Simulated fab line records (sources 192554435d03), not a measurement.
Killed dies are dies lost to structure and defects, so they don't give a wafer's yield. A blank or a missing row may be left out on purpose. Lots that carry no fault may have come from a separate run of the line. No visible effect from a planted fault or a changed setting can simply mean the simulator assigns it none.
The same fault as seen by 2 desks -- flow n5Finfet -- what lay behind the numbers comes last; until then each desk has only its own

== TOOL OWNER'S DESK, lithoTrack-02 ==
The tool's own readings at N5_BEOL_M11_COAT_05 (resist thk 90 nm): means of the sampled wafers that have a number, for each lot that ran on this tool. Marked OUT: a lot whose mean sits more than 4 standard deviations from the usual mean, which makes it out of limits; the brackets give that distance.
Columns: A = spinSpeedRpm at N5_BEOL_M11_COAT_05, usual 1500.1 rpm
lot,first seen here,A
L605,day 10 08:19,1499.8
L606,day 11 01:05,1500.2
L608,day 11 09:28,1314.5 (-99 or more) OUT
L609,day 11 09:40,1314.6 (-99 or more) OUT
This desk's verdict: out of limits on L608, L609, starting with L608 at day 11 09:28 (spinSpeedRpm at N5_BEOL_M11_COAT_05). L605, L606: within limits.

== AT THE METROLOGY DESK ==
Means of the sampled wafers that have a number, per lot and without regard to the tool the lot ran on: this is what the gauges read. Marked OUT: a lot whose mean sits more than 4 standard deviations from the usual mean, which makes it out of limits; the brackets give that distance.
Columns: A = trenchDepthNm at N5_BEOL_M10_OCD_MEAS_38, usual 148.5 nm
lot,first seen here,A
L605,day 10 04:46,147.6
L606,day 10 17:52,149.1
L609,day 11 03:49,151.3
L608,day 11 04:05,147.0
L613,day 12 17:15,148.3
L614,day 13 02:37,147.5
L615,day 13 10:43,149.2
L610,day 13 16:23,146.9
L618,day 13 22:12,150.0
L617,day 13 22:32,147.2
L620,day 14 19:02,150.3
L622,day 15 07:31,146.9
L625,day 16 21:34,147.3
L626,day 16 21:44,148.9
This desk's finding: nothing out of limits on any of the 14 lots.

== BROUGHT TOGETHER ==
On L608, L609, at day 11 09:28, an alarm was possible from the tool owner's desk.
From the metrology desk's view, nothing was out of limits.
The metrology desk holds a record of L608, L609, inside its limits.
The lots listed all ran N5_BEOL_M11_COAT_05 on lithoTrack-02.

== WHAT THE SIMULATOR HAD PUT IN ==
Process parameter drift: lithoTrack-02, from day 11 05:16 on, at N5_BEOL_M11_COAT_05. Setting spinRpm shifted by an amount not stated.
Struck lots among those shown: L608, L609.
Each desk's first reading out of limits, in hours after the fault started: the tool owner's desk, 4.
